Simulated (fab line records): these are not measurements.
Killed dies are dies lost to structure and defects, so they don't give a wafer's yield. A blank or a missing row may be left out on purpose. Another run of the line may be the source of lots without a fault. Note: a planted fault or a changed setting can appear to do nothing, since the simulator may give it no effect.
The tool behind it: which one? || flow nand-harc || 72 wafers from 24 lots sampled at 6 of the route's 1302 steps

## WHAT THE GAUGES READ, wafer by wafer
The record lacks any reading of a measuring or inspecting step that a usual standard deviation could be used to judge.

## WHICH TOOL RAN EACH LOT (tool, then ch and the chambers of the sampled wafers, then the start)
{"lot": "L074", "NHARC_A_CONTACT_ETCH_49": "rie-diel-02 ch 2,3, day 21 16:52 or earlier", "NHARC_A_CONTACT_ETCH_113": "har-cap-etch-01 ch 0,1, day 21 16:52", "NHARC_A_CONTACT_ETCH_120": "har-cap-etch-01 ch 0,1, day 21 18:04", "NHARC_A_CONTACT_ETCH_123": "har-cap-etch-01 ch 0,1, day 21 18:34", "NHARC_A_CONTACT_DEP_57": "acl-dep-02 ch 0, day 21 21:16", "NHARC_A_CONTACT_ETCH_126": "har-cap-etch-02 ch 0, day 22 03:35"}
{"lot": "L077", "NHARC_A_CONTACT_ETCH_49": "rie-diel-02 ch 1,2,3, day 22 11:26 or earlier", "NHARC_A_CONTACT_ETCH_113": "har-cap-etch-03 ch 0,1, day 22 11:26", "NHARC_A_CONTACT_ETCH_120": "har-cap-etch-03 ch 0,1, day 22 12:38", "NHARC_A_CONTACT_ETCH_123": "har-cap-etch-03 ch 0,1, day 22 13:09", "NHARC_A_CONTACT_DEP_57": "acl-dep-01 ch 0, day 22 15:50", "NHARC_A_CONTACT_ETCH_126": "har-cap-etch-02 ch 0, day 22 21:23"}
{"lot": "L076", "NHARC_A_CONTACT_ETCH_49": "rie-diel-02 ch 0,1,2, day 22 13:19 or earlier", "NHARC_A_CONTACT_ETCH_113": "har-cap-etch-01 ch 0,1, day 22 13:19", "NHARC_A_CONTACT_ETCH_120": "har-cap-etch-01 ch 0,1, day 22 14:31", "NHARC_A_CONTACT_ETCH_123": "har-cap-etch-01 ch 0,1, day 22 15:01", "NHARC_A_CONTACT_DEP_57": "acl-dep-03 ch 0, day 22 18:05", "NHARC_A_CONTACT_ETCH_126": "har-cap-etch-01 ch 0,1, day 23 00:09"}
{"lot": "L075", "NHARC_A_CONTACT_ETCH_49": "rie-diel-11 ch 0,1,2, day 22 17:26 or earlier", "NHARC_A_CONTACT_ETCH_113": "har-cap-etch-03 ch 0, day 22 17:26", "NHARC_A_CONTACT_ETCH_120": "har-cap-etch-03 ch 0, day 22 18:38", "NHARC_A_CONTACT_ETCH_123": "har-cap-etch-03 ch 0, day 22 19:12", "NHARC_A_CONTACT_DEP_57": "acl-dep-02 ch 0, day 22 21:54", "NHARC_A_CONTACT_ETCH_126": "har-cap-etch-02 ch 0,1, day 23 03:29"}
{"lot": "L078", "NHARC_A_CONTACT_ETCH_49": "rie-diel-11 ch 0,3, day 23 01:49 or earlier", "NHARC_A_CONTACT_ETCH_113": "har-cap-etch-03 ch 0, day 23 01:49", "NHARC_A_CONTACT_ETCH_120": "har-cap-etch-03 ch 0, day 23 03:01", "NHARC_A_CONTACT_ETCH_123": "har-cap-etch-03 ch 0, day 23 03:31", "NHARC_A_CONTACT_DEP_57": "acl-dep-02 ch 0, day 23 06:38", "NHARC_A_CONTACT_ETCH_126": "har-cap-etch-01 ch 0,1, day 23 12:17"}
{"lot": "L080", "NHARC_A_CONTACT_ETCH_49": "rie-diel-11 ch 0,2,3, day 24 01:10 or earlier", "NHARC_A_CONTACT_ETCH_113": "har-cap-etch-02 ch 0,1, day 24 01:10", "NHARC_A_CONTACT_ETCH_120": "har-cap-etch-02 ch 0,1, day 24 02:20", "NHARC_A_CONTACT_ETCH_123": "har-cap-etch-02 ch 0,1, day 24 02:58", "NHARC_A_CONTACT_DEP_57": "acl-dep-03 ch 0, day 24 08:06", "NHARC_A_CONTACT_ETCH_126": "har-cap-etch-01 ch 0,1, day 24 13:08"}
{"lot": "L079", "NHARC_A_CONTACT_ETCH_49": "rie-diel-11 ch 1,3, day 24 14:10 or earlier", "NHARC_A_CONTACT_ETCH_113": "har-cap-etch-03 ch 0,1, day 24 14:10", "NHARC_A_CONTACT_ETCH_120": "har-cap-etch-03 ch 0,1, day 24 15:22", "NHARC_A_CONTACT_ETCH_123": "har-cap-etch-03 ch 0,1, day 24 15:52", "NHARC_A_CONTACT_DEP_57": "acl-dep-02 ch 0, day 24 21:29", "NHARC_A_CONTACT_ETCH_126": "har-cap-etch-01 ch 0,1, day 25 03:49"}
{"lot": "L082", "NHARC_A_CONTACT_ETCH_49": "rie-diel-04 ch 0,3, day 24 21:17 or earlier", "NHARC_A_CONTACT_ETCH_113": "har-cap-etch-02 ch 0,1, day 24 21:17", "NHARC_A_CONTACT_ETCH_120": "har-cap-etch-02 ch 0,1, day 24 22:52", "NHARC_A_CONTACT_ETCH_123": "har-cap-etch-02 ch 0,1, day 24 23:34", "NHARC_A_CONTACT_DEP_57": "acl-dep-03 ch 0, day 25 03:57", "NHARC_A_CONTACT_ETCH_126": "har-cap-etch-03 ch 0,1, day 25 09:38"}
{"lot": "L081", "NHARC_A_CONTACT_ETCH_49": "rie-diel-11 ch 1,2, day 25 02:53 or earlier", "NHARC_A_CONTACT_ETCH_113": "har-cap-etch-03 ch 0,1, day 25 02:53", "NHARC_A_CONTACT_ETCH_120": "har-cap-etch-03 ch 0,1, day 25 04:04", "NHARC_A_CONTACT_ETCH_123": "har-cap-etch-03 ch 0,1, day 25 04:35", "NHARC_A_CONTACT_DEP_57": "acl-dep-02 ch 0, day 25 06:46", "NHARC_A_CONTACT_ETCH_126": "har-cap-etch-02 ch 0,1, day 25 13:36"}
{"lot": "L083", "NHARC_A_CONTACT_ETCH_49": "rie-diel-11 ch 1,2,3, day 25 08:53 or earlier", "NHARC_A_CONTACT_ETCH_113": "har-cap-etch-02 ch 0,1, day 25 08:53", "NHARC_A_CONTACT_ETCH_120": "har-cap-etch-02 ch 0,1, day 25 10:05", "NHARC_A_CONTACT_ETCH_123": "har-cap-etch-02 ch 0,1, day 25 10:39", "NHARC_A_CONTACT_DEP_57": "acl-dep-02 ch 0, day 25 13:10", "NHARC_A_CONTACT_ETCH_126": "har-cap-etch-03 ch 0,1, day 25 19:12"}
{"lot": "L085", "NHARC_A_CONTACT_ETCH_49": "rie-diel-04 ch 0,1,3, day 25 19:30 or earlier", "NHARC_A_CONTACT_ETCH_113": "har-cap-etch-01 ch 0,1, day 25 19:30", "NHARC_A_CONTACT_ETCH_120": "har-cap-etch-01 ch 0,1, day 25 20:41", "NHARC_A_CONTACT_ETCH_123": "har-cap-etch-01 ch 0,1, day 25 21:13", "NHARC_A_CONTACT_DEP_57": "acl-dep-01 ch 0, day 26 01:25", "NHARC_A_CONTACT_ETCH_126": "har-cap-etch-03 ch 0,1, day 26 07:14"}
{"lot": "L084", "NHARC_A_CONTACT_ETCH_49": "rie-diel-11 ch 0,3, day 25 20:08 or earlier", "NHARC_A_CONTACT_ETCH_113": "har-cap-etch-02 ch 0,1, day 25 20:08", "NHARC_A_CONTACT_ETCH_120": "har-cap-etch-02 ch 0,1, day 25 21:20", "NHARC_A_CONTACT_ETCH_123": "har-cap-etch-02 ch 0,1, day 25 22:01", "NHARC_A_CONTACT_DEP_57": "acl-dep-02 ch 0, day 26 04:08", "NHARC_A_CONTACT_ETCH_126": "har-cap-etch-02 ch 0,1, day 26 08:44"}
{"lot": "L086", "NHARC_A_CONTACT_ETCH_49": "rie-diel-11 ch 0,1, day 26 00:58 or earlier", "NHARC_A_CONTACT_ETCH_113": "har-cap-etch-03 ch 0,1, day 26 00:58", "NHARC_A_CONTACT_ETCH_120": "har-cap-etch-03 ch 0,1, day 26 02:10", "NHARC_A_CONTACT_ETCH_123": "har-cap-etch-03 ch 0,1, day 26 02:44", "NHARC_A_CONTACT_DEP_57": "acl-dep-01 ch 0, day 26 06:31", "NHARC_A_CONTACT_ETCH_126": "har-cap-etch-01 ch 0,1, day 26 11:55"}
{"lot": "L087", "NHARC_A_CONTACT_ETCH_49": "rie-diel-02 ch 2,3, day 26 05:26 or earlier", "NHARC_A_CONTACT_ETCH_113": "har-cap-etch-01 ch 0,1, day 26 05:26", "NHARC_A_CONTACT_ETCH_120": "har-cap-etch-01 ch 0,1, day 26 06:38", "NHARC_A_CONTACT_ETCH_123": "har-cap-etch-01 ch 0,1, day 26 07:16", "NHARC_A_CONTACT_DEP_57": "acl-dep-01 ch 0, day 26 14:01", "NHARC_A_CONTACT_ETCH_126": "har-cap-etch-03 ch 0,1, day 26 19:07"}
{"lot": "L088", "NHARC_A_CONTACT_ETCH_49": "rie-diel-02 ch 0,1,3, day 27 03:56 or earlier", "NHARC_A_CONTACT_ETCH_113": "har-cap-etch-01 ch 0,1, day 27 03:56", "NHARC_A_CONTACT_ETCH_120": "har-cap-etch-01 ch 0,1, day 27 05:08", "NHARC_A_CONTACT_ETCH_123": "har-cap-etch-01 ch 0,1, day 27 05:46", "NHARC_A_CONTACT_DEP_57": "acl-dep-03 ch 0, day 27 08:49", "NHARC_A_CONTACT_ETCH_126": "har-cap-etch-02 ch 0,1, day 27 13:51"}
{"lot": "L090", "NHARC_A_CONTACT_ETCH_49": "rie-diel-02 ch 0,1,3, day 28 05:14 or earlier", "NHARC_A_CONTACT_ETCH_113": "har-cap-etch-01 ch 0,1, day 28 05:14", "NHARC_A_CONTACT_ETCH_120": "har-cap-etch-01 ch 0,1, day 28 06:26", "NHARC_A_CONTACT_ETCH_123": "har-cap-etch-01 ch 0,1, day 28 06:56", "NHARC_A_CONTACT_DEP_57": "acl-dep-01 ch 0, day 28 10:18", "NHARC_A_CONTACT_ETCH_126": "har-cap-etch-03 ch 0,1, day 28 16:23"}
{"lot": "L089", "NHARC_A_CONTACT_ETCH_49": "rie-diel-11 ch 2,3, day 28 05:27 or earlier", "NHARC_A_CONTACT_ETCH_113": "har-cap-etch-02 ch 0,1, day 28 05:27", "NHARC_A_CONTACT_ETCH_120": "har-cap-etch-02 ch 0,1, day 28 06:38", "NHARC_A_CONTACT_ETCH_123": "har-cap-etch-02 ch 0,1, day 28 07:13", "NHARC_A_CONTACT_DEP_57": "acl-dep-02 ch 0, day 28 11:25", "NHARC_A_CONTACT_ETCH_126": "har-cap-etch-01 ch 0,1, day 28 17:05"}
{"lot": "L092", "NHARC_A_CONTACT_ETCH_49": "rie-diel-02 ch 1,3, day 29 01:46 or earlier", "NHARC_A_CONTACT_ETCH_113": "har-cap-etch-01 ch 0,1, day 29 01:46", "NHARC_A_CONTACT_ETCH_120": "har-cap-etch-01 ch 0,1, day 29 02:57", "NHARC_A_CONTACT_ETCH_123": "har-cap-etch-01 ch 0,1, day 29 03:28", "NHARC_A_CONTACT_DEP_57": "acl-dep-01 ch 0, day 29 05:37", "NHARC_A_CONTACT_ETCH_126": "har-cap-etch-03 ch 0,1, day 29 12:10"}
{"lot": "L091", "NHARC_A_CONTACT_ETCH_49": "rie-diel-02 ch 1,3, day 29 02:37 or earlier", "NHARC_A_CONTACT_ETCH_113": "har-cap-etch-02 ch 0,1, day 29 02:37", "NHARC_A_CONTACT_ETCH_120": "har-cap-etch-02 ch 0,1, day 29 03:48", "NHARC_A_CONTACT_ETCH_123": "har-cap-etch-02 ch 0,1, day 29 04:19", "NHARC_A_CONTACT_DEP_57": "acl-dep-01 ch 0, day 29 09:21", "NHARC_A_CONTACT_ETCH_126": "har-cap-etch-01 ch 0, day 29 15:03"}
{"lot": "L093", "NHARC_A_CONTACT_ETCH_49": "rie-diel-02 ch 0,1,3, day 29 18:47 or earlier", "NHARC_A_CONTACT_ETCH_113": "har-cap-etch-02 ch 0,1, day 29 18:47", "NHARC_A_CONTACT_ETCH_120": "har-cap-etch-02 ch 0,1, day 29 19:59", "NHARC_A_CONTACT_ETCH_123": "har-cap-etch-02 ch 0,1, day 29 20:29", "NHARC_A_CONTACT_DEP_57": "acl-dep-02 ch 0, day 29 23:25", "NHARC_A_CONTACT_ETCH_126": "har-cap-etch-02 ch 0,1, day 30 05:05"}
{"lot": "L095", "NHARC_A_CONTACT_ETCH_49": "rie-diel-02 ch 1,3, day 30 21:00 or earlier", "NHARC_A_CONTACT_ETCH_113": "har-cap-etch-01 ch 0,1, day 30 21:00", "NHARC_A_CONTACT_ETCH_120": "har-cap-etch-01 ch 0,1, day 30 22:12", "NHARC_A_CONTACT_ETCH_123": "har-cap-etch-01 ch 0,1, day 30 22:43", "NHARC_A_CONTACT_DEP_57": "acl-dep-02 ch 0, day 31 03:51", "NHARC_A_CONTACT_ETCH_126": "har-cap-etch-01 ch 0,1, day 31 09:56"}
{"lot": "L097", "NHARC_A_CONTACT_ETCH_49": "rie-diel-02 ch 0,2,3, day 31 05:10 or earlier", "NHARC_A_CONTACT_ETCH_113": "har-cap-etch-02 ch 0,1, day 31 05:10", "NHARC_A_CONTACT_ETCH_120": "har-cap-etch-02 ch 0,1, day 31 06:22", "NHARC_A_CONTACT_ETCH_123": "har-cap-etch-02 ch 0,1, day 31 06:56", "NHARC_A_CONTACT_DEP_57": "acl-dep-02 ch 0, day 31 11:19", "NHARC_A_CONTACT_ETCH_126": "har-cap-etch-03 ch 0,1, day 31 16:50"}
{"lot": "L094", "NHARC_A_CONTACT_ETCH_49": "rie-diel-11 ch 0,2,3, day 31 05:29 or earlier", "NHARC_A_CONTACT_ETCH_113": "har-cap-etch-03 ch 0,1, day 31 05:29", "NHARC_A_CONTACT_ETCH_120": "har-cap-etch-03 ch 0,1, day 31 06:41", "NHARC_A_CONTACT_ETCH_123": "har-cap-etch-03 ch 0,1, day 31 07:11", "NHARC_A_CONTACT_DEP_57": "acl-dep-03 ch 0, day 31 11:33", "NHARC_A_CONTACT_ETCH_126": "har-cap-etch-01 ch 0,1, day 31 17:44"}
{"lot": "L096", "NHARC_A_CONTACT_ETCH_49": "rie-diel-02 ch 0,1,3, day 31 12:14 or earlier", "NHARC_A_CONTACT_ETCH_113": "har-cap-etch-02 ch 0,1, day 31 12:14", "NHARC_A_CONTACT_ETCH_120": "har-cap-etch-02 ch 0,1, day 31 13:26", "NHARC_A_CONTACT_ETCH_123": "har-cap-etch-02 ch 0,1, day 31 14:00", "NHARC_A_CONTACT_DEP_57": "acl-dep-02 ch 0, day 31 17:34", "NHARC_A_CONTACT_ETCH_126": "har-cap-etch-03 ch 0,1, day 31 23:49"}
- NHARC_A_CONTACT_ETCH_49: etches the open film in N2/H2, target depth 260 nm, time 475.3 s.
- NHARC_A_CONTACT_ETCH_113: etches the open film in C4F8/O2/Ar, time 190 s, target depth 1850 nm.
- NHARC_A_CONTACT_ETCH_120: etches the open film in C4F8/O2/Ar, time 190 s, target depth 1850 nm.
- NHARC_A_CONTACT_ETCH_123: etches the open film in C4F8/O2/Ar, time 490 s, target depth 2110 nm.
- NHARC_A_CONTACT_DEP_57: deposits aC, target thk 5300 nm.
- NHARC_A_CONTACT_ETCH_126: etches the open film in C4F8/O2/Ar, time 197 s, target depth 1918 nm.

## WHAT THE TOOLS THEMSELVES READ (means of the sampled wafers that have a number; where no wafer has one, the mark that the record gives instead)
NHARC_A_CONTACT_ETCH_49.
{"lot": "L074", "tool": "rie-diel-02", "drypump-motor-current-A (A)": 5.6, "oes-product-au (a.u.)": 0.995, "rf-vpp-V (V)": 428.7, "showerhead-plenum-p-Torr (Torr)": 1.97, "throttle-valve-pct (%)": 14.170}
{"lot": "L077", "tool": "rie-diel-02", "drypump-motor-current-A (A)": 5.5, "oes-product-au (a.u.)": 1.009, "rf-vpp-V (V)": 430.8, "showerhead-plenum-p-Torr (Torr)": 2.04, "throttle-valve-pct (%)": 14.169}
{"lot": "L076", "tool": "rie-diel-02", "drypump-motor-current-A (A)": 5.3, "oes-product-au (a.u.)": 1.006, "rf-vpp-V (V)": 431.0, "showerhead-plenum-p-Torr (Torr)": 2.04, "throttle-valve-pct (%)": 14.167}
{"lot": "L075", "tool": "rie-diel-11", "drypump-motor-current-A (A)": 5.7, "oes-product-au (a.u.)": 1.000, "rf-vpp-V (V)": 431.2, "showerhead-plenum-p-Torr (Torr)": 2.10, "throttle-valve-pct (%)": 14.173}
{"lot": "L078", "tool": "rie-diel-11", "drypump-motor-current-A (A)": 5.5, "oes-product-au (a.u.)": 0.990, "rf-vpp-V (V)": 434.2, "showerhead-plenum-p-Torr (Torr)": 2.20, "throttle-valve-pct (%)": 14.180}
{"lot": "L080", "tool": "rie-diel-11", "drypump-motor-current-A (A)": 5.6, "oes-product-au (a.u.)": 0.993, "rf-vpp-V (V)": 434.1, "showerhead-plenum-p-Torr (Torr)": 2.17, "throttle-valve-pct (%)": 14.175}
{"lot": "L079", "tool": "rie-diel-11", "drypump-motor-current-A (A)": 5.5, "oes-product-au (a.u.)": 1.004, "rf-vpp-V (V)": 430.4, "showerhead-plenum-p-Torr (Torr)": 2.02, "throttle-valve-pct (%)": 14.172}
{"lot": "L082", "tool": "rie-diel-04", "drypump-motor-current-A (A)": 5.9, "oes-product-au (a.u.)": 0.990, "rf-vpp-V (V)": 429.1, "showerhead-plenum-p-Torr (Torr)": 2.00, "throttle-valve-pct (%)": 14.180}
{"lot": "L081", "tool": "rie-diel-11", "drypump-motor-current-A (A)": 5.7, "oes-product-au (a.u.)": 0.995, "rf-vpp-V (V)": 430.3, "showerhead-plenum-p-Torr (Torr)": 2.01, "throttle-valve-pct (%)": 14.177}
{"lot": "L083", "tool": "rie-diel-11", "drypump-motor-current-A (A)": 5.6, "oes-product-au (a.u.)": 0.993, "rf-vpp-V (V)": 431.4, "showerhead-plenum-p-Torr (Torr)": 2.08, "throttle-valve-pct (%)": 14.172}
{"lot": "L085", "tool": "rie-diel-04", "drypump-motor-current-A (A)": 5.5, "oes-product-au (a.u.)": 0.995, "rf-vpp-V (V)": 430.3, "showerhead-plenum-p-Torr (Torr)": 2.01, "throttle-valve-pct (%)": 14.164}
{"lot": "L084", "tool": "rie-diel-11", "drypump-motor-current-A (A)": 5.5, "oes-product-au (a.u.)": 1.001, "rf-vpp-V (V)": 434.4, "showerhead-plenum-p-Torr (Torr)": 2.19, "throttle-valve-pct (%)": 14.170}
{"lot": "L086", "tool": "rie-diel-11", "drypump-motor-current-A (A)": 5.7, "oes-product-au (a.u.)": 0.998, "rf-vpp-V (V)": 432.2, "showerhead-plenum-p-Torr (Torr)": 2.11, "throttle-valve-pct (%)": 14.167}
{"lot": "L087", "tool": "rie-diel-02", "drypump-motor-current-A (A)": 5.6, "oes-product-au (a.u.)": 0.998, "rf-vpp-V (V)": 428.8, "showerhead-plenum-p-Torr (Torr)": 1.97, "throttle-valve-pct (%)": 14.175}
{"lot": "L088", "tool": "rie-diel-02", "drypump-motor-current-A (A)": 5.6, "oes-product-au (a.u.)": 1.001, "rf-vpp-V (V)": 433.1, "showerhead-plenum-p-Torr (Torr)": 2.11, "throttle-valve-pct (%)": 14.170}
{"lot": "L090", "tool": "rie-diel-02", "drypump-motor-current-A (A)": 5.6, "oes-product-au (a.u.)": 1.002, "rf-vpp-V (V)": 432.3, "showerhead-plenum-p-Torr (Torr)": 2.11, "throttle-valve-pct (%)": 14.171}
{"lot": "L089", "tool": "rie-diel-11", "drypump-motor-current-A (A)": 5.6, "oes-product-au (a.u.)": 1.009, "rf-vpp-V (V)": 433.6, "showerhead-plenum-p-Torr (Torr)": 2.14, "throttle-valve-pct (%)": 14.166}
{"lot": "L092", "tool": "rie-diel-02", "drypump-motor-current-A (A)": 5.4, "oes-product-au (a.u.)": 0.999, "rf-vpp-V (V)": 431.9, "showerhead-plenum-p-Torr (Torr)": 2.10, "throttle-valve-pct (%)": 14.168}
{"lot": "L091", "tool": "rie-diel-02", "drypump-motor-current-A (A)": 5.4, "oes-product-au (a.u.)": 0.999, "rf-vpp-V (V)": 432.9, "showerhead-plenum-p-Torr (Torr)": 2.10, "throttle-valve-pct (%)": 14.171}
{"lot": "L093", "tool": "rie-diel-02", "drypump-motor-current-A (A)": 5.6, "oes-product-au (a.u.)": 0.997, "rf-vpp-V (V)": 432.2, "showerhead-plenum-p-Torr (Torr)": 2.10, "throttle-valve-pct (%)": 14.167}
{"lot": "L095", "tool": "rie-diel-02", "drypump-motor-current-A (A)": 5.4, "oes-product-au (a.u.)": 1.003, "rf-vpp-V (V)": 432.7, "showerhead-plenum-p-Torr (Torr)": 2.10, "throttle-valve-pct (%)": 14.178}
{"lot": "L097", "tool": "rie-diel-02", "drypump-motor-current-A (A)": 5.7, "oes-product-au (a.u.)": 0.999, "rf-vpp-V (V)": 429.2, "showerhead-plenum-p-Torr (Torr)": 2.03, "throttle-valve-pct (%)": 14.174}
{"lot": "L094", "tool": "rie-diel-11", "drypump-motor-current-A (A)": 5.6, "oes-product-au (a.u.)": 1.002, "rf-vpp-V (V)": 433.5, "showerhead-plenum-p-Torr (Torr)": 2.15, "throttle-valve-pct (%)": 14.166}
{"lot": "L096", "tool": "rie-diel-02", "drypump-motor-current-A (A)": 5.6, "oes-product-au (a.u.)": 1.002, "rf-vpp-V (V)": 432.4, "showerhead-plenum-p-Torr (Torr)": 2.10, "throttle-valve-pct (%)": 14.173}

NHARC_A_CONTACT_DEP_57.
{"lot": "L074", "tool": "acl-dep-02", "throttle-valve-pct (%)": 34.996}
{"lot": "L077", "tool": "acl-dep-01", "throttle-valve-pct (%)": 35.005}
{"lot": "L076", "tool": "acl-dep-03", "throttle-valve-pct (%)": 35.007}
{"lot": "L075", "tool": "acl-dep-02", "throttle-valve-pct (%)": 34.999}
{"lot": "L078", "tool": "acl-dep-02", "throttle-valve-pct (%)": 35.011}
{"lot": "L080", "tool": "acl-dep-03", "throttle-valve-pct (%)": 35.003}
{"lot": "L079", "tool": "acl-dep-02", "throttle-valve-pct (%)": 34.999}
{"lot": "L082", "tool": "acl-dep-03", "throttle-valve-pct (%)": 35.005}
{"lot": "L081", "tool": "acl-dep-02", "throttle-valve-pct (%)": 34.998}
{"lot": "L083", "tool": "acl-dep-02", "throttle-valve-pct (%)": 35.000}
{"lot": "L085", "tool": "acl-dep-01", "throttle-valve-pct (%)": 34.994}
{"lot": "L084", "tool": "acl-dep-02", "throttle-valve-pct (%)": 35.002}
{"lot": "L086", "tool": "acl-dep-01", "throttle-valve-pct (%)": 35.002}
{"lot": "L087", "tool": "acl-dep-01", "throttle-valve-pct (%)": 35.007}
{"lot": "L088", "tool": "acl-dep-03", "throttle-valve-pct (%)": 34.997}
{"lot": "L090", "tool": "acl-dep-01", "throttle-valve-pct (%)": 35.003}
{"lot": "L089", "tool": "acl-dep-02", "throttle-valve-pct (%)": 35.000}
{"lot": "L092", "tool": "acl-dep-01", "throttle-valve-pct (%)": 35.002}
{"lot": "L091", "tool": "acl-dep-01", "throttle-valve-pct (%)": 35.005}
{"lot": "L093", "tool": "acl-dep-02", "throttle-valve-pct (%)": 34.998}
{"lot": "L095", "tool": "acl-dep-02", "throttle-valve-pct (%)": 34.991}
{"lot": "L097", "tool": "acl-dep-02", "throttle-valve-pct (%)": 35.002}
{"lot": "L094", "tool": "acl-dep-03", "throttle-valve-pct (%)": 34.994}
{"lot": "L096", "tool": "acl-dep-02", "throttle-valve-pct (%)": 34.997}

## THE ANSWER, worked out from the rows above alone
Rule: the usual values come from the lots themselves. Put in order of their means at a reading, lots are off if they are a third of the lots or fewer, leave a main group of 4 or more, and stand apart from it by a gap of 3 or more times the standard deviation of the main group's means; of several such gaps the widest counts. The tables above print the reading to a certain number of digits; a main group whose means all agree to those digits is not used. A lot without any number at a reading at which 4 lots or more have one is off too. The other lots that the step has rows for count as sound. The gauges are gone through in route order, then the tools' own readings, and for those a lot's mean is taken as printed above. The first step at which some lot is off is used, and at that step the reading that is off furthest; a lot without a number counts as furthest.
Across all readings shown, no lot is off: no conclusion can be drawn from this.

## WHAT THE SIMULATOR HAD INSERTED
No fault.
